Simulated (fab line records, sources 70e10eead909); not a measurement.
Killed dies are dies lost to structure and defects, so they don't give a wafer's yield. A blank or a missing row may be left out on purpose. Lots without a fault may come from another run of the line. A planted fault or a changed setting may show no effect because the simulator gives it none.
Which tool did it? | flow nand_harc | 11 lots, 33 wafers sampled, at 3 steps of a route of 1302

WHAT THE GAUGES READ, wafer by wafer
NHARC_P_ZERO_WELL_CD_MEAS_11: target cd 500 nm. Usual: cd_nm 500.1 nm, standard deviation 1.7.
lot  | measured     | on        | cd_nm (nm)        | flag
L315 | day 1 21:14  | cd_sem-01 | 502.8 502.4 501.2 |
L316 | day 2 07:14  | cd_sem-02 | 499.3 497.5 498.6 |
L322 | day 4 19:07  | cd_sem-03 | 501.4 501.8 499.1 |
L324 | day 5 15:14  | cd_sem-03 | 500.9 501.7 501.6 |
L325 | day 6 01:14  | cd_sem-03 | 501.6 501.2 499.1 |
L327 | day 6 21:15  | cd_sem-02 | 498.6 499.5 491.7 |
L328 | day 7 07:15  | cd_sem-03 | 495.3 499.6 502.3 |
L329 | day 7 17:07  | cd_sem-02 | 501.8 496.0 494.8 |
L330 | day 8 03:07  | cd_sem-03 | 500.7 500.7 505.0 |
L336 | day 10 15:07 | cd_sem-02 | 501.4 498.0 499.1 |
L338 | day 11 11:14 | cd_sem-03 | 498.5 501.2 498.1 |

NHARC_P_GATE_INSPECT_28. Usual: raw_defect_count 6, standard deviation 3.3.
lot  | measured     | on                | raw_defect_count | flag
L315 | day 5 05:25  | defect_inspect-01 | 3 5 3            |
L316 | day 5 10:01  | defect_inspect-02 | 7 6 5            |
L322 | day 7 22:08  | defect_inspect-02 | 11 13 4          |
L324 | day 8 14:05  | defect_inspect-01 | 5 10 7           |
L325 | day 9 10:23  | defect_inspect-01 | 1 7 4            |
L327 | day 10 00:26 | defect_inspect-01 | 7 4 3            |
L328 | day 10 10:42 | defect_inspect-02 | 5 6 2            |
L329 | day 11 02:07 | defect_inspect-02 | 5 14 9           |
L330 | day 11 02:20 | defect_inspect-01 | 5 1 8            |
L336 | day 13 16:40 | defect_inspect-01 | 17 12 6          |
L338 | day 14 17:26 | defect_inspect-02 | 10 11 10         |

WHICH TOOL RAN EACH LOT (tool, then ch and the chambers of the sampled wafers, then the start)
lot  | NHARC_P_ZERO_WELL_SOFTBAKE_06
L315 | litho_track-05 ch 0, day 1 20:00
L316 | litho_track-05 ch 0, day 2 06:00
L322 | litho_track-05 ch 0, day 4 18:00
L324 | litho_track-05 ch 0, day 5 14:00
L325 | litho_track-05 ch 0, day 6 00:00
L327 | litho_track-05 ch 0, day 6 20:00
L328 | litho_track-05 ch 0, day 7 06:00
L329 | litho_track-05 ch 0, day 7 16:00
L330 | litho_track-07 ch 0, day 8 02:00
L336 | litho_track-05 ch 0, day 10 14:00
L338 | litho_track-05 ch 0, day 11 10:00
- NHARC_P_ZERO_WELL_SOFTBAKE_06: time 70 s.

WHAT THE TOOLS THEMSELVES READ (means of the sampled wafers that have a number; where no wafer has one, the mark that the record gives instead)
NHARC_P_ZERO_WELL_SOFTBAKE_06. Usual: heater_power_total_W 200.8 W, standard deviation 1.2.
lot  | tool           | heater_power_total_W (W) | flag
L315 | litho_track-05 | 201.8                    |
L316 | litho_track-05 | 200.7                    |
L322 | litho_track-05 | 201.0                    |
L324 | litho_track-05 | 200.7                    |
L325 | litho_track-05 | 202.2                    |
L327 | litho_track-05 | 245.7                    | OFF
L328 | litho_track-05 | 245.1                    | OFF
L329 | litho_track-05 | 290.5                    | OFF
L330 | litho_track-07 | 201.5                    |
L336 | litho_track-05 | 202.0                    |
L338 | litho_track-05 | 200.5                    |

THE ANSWER, worked out from the rows above alone
Rule: a lot is off if the mean of its wafers that have a number lies more than 3 standard deviations from the usual mean. A lot without any number at a reading at which 4 lots or more have one is off too. The other lots that the step has rows for count as sound. The gauges are gone through in route order, then the tools' own readings, and for those a lot's mean is taken as printed above. The first step at which some lot is off is used, and at that step the reading that is off furthest; a lot without a number counts as furthest.
Off: L327, L328, L329, at NHARC_P_ZERO_WELL_SOFTBAKE_06 (heater_power_total_W).
A tool fits if, at that step or a process step before it, it ran every lot that is off, and no sound lot after the first of them. None of those tried fits.

WHAT THE SIMULATOR HAD PUT IN
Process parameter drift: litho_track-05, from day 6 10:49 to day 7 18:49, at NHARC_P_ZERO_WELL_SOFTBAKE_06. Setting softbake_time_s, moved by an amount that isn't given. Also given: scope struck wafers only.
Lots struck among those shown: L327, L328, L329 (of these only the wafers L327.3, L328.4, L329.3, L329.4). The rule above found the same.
